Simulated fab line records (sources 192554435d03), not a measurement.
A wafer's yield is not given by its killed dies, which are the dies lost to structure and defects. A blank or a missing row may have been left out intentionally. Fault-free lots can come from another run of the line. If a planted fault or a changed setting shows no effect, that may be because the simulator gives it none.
Matching of chambers    flow n5_finfet    4 sister chambers for N5_BEOL_M9_VIA_ETCH_34 on rie_diel-01
The step etches SiCOH lowk in C4F6/O2, target depth 182.4 nm, time 68.4 s. 4 wafers are shown with their chamber, then 9 later ones without.

## WAFERS, EACH WITH ITS CHAMBER
wafer   chamber  rf_vpp_V (V)
L085.4  3        688
L086.1  1        648
L086.2  2        667
L086.4  0        664

## WAFERS WHOSE CHAMBER IS MISSING
wafer   rf_vpp_V (V)
L088.1  664
L088.3  688
L088.4  667
L093.3  645
L093.4  666
L093.5  687
L097.2  663
L097.3  688
L097.4  687

## CHAMBER TAKEN BY EACH
wafer   from the rows above      in truth
L088.1  0                        0
L088.3  3                        3
L088.4  2                        2
L093.3  1                        1
L093.4  can't be placed: 2 or 0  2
L093.5  3                        3
L097.2  0                        0
L097.3  3                        3
L097.4  3                        3
Placed correctly: 8 of 9. These rows do not allow placing 1 (true chamber among the candidates in 1). 0 placed wrongly.
How it was worked out, from the rows above alone: a wafer's distance from a chamber is the root of the sum, over the readings, of the square of ((its reading less the chamber's mean) divided by the reading's scatter). The wafer belongs to the nearest chamber; if the next one is less than 2 further off, it can't be placed. The mean given for a chamber averages the wafers shown for that chamber. The scatter: with one shown wafer a chamber, the root of the mean of the squares of how far each hidden wafer lies from its nearest shown one.
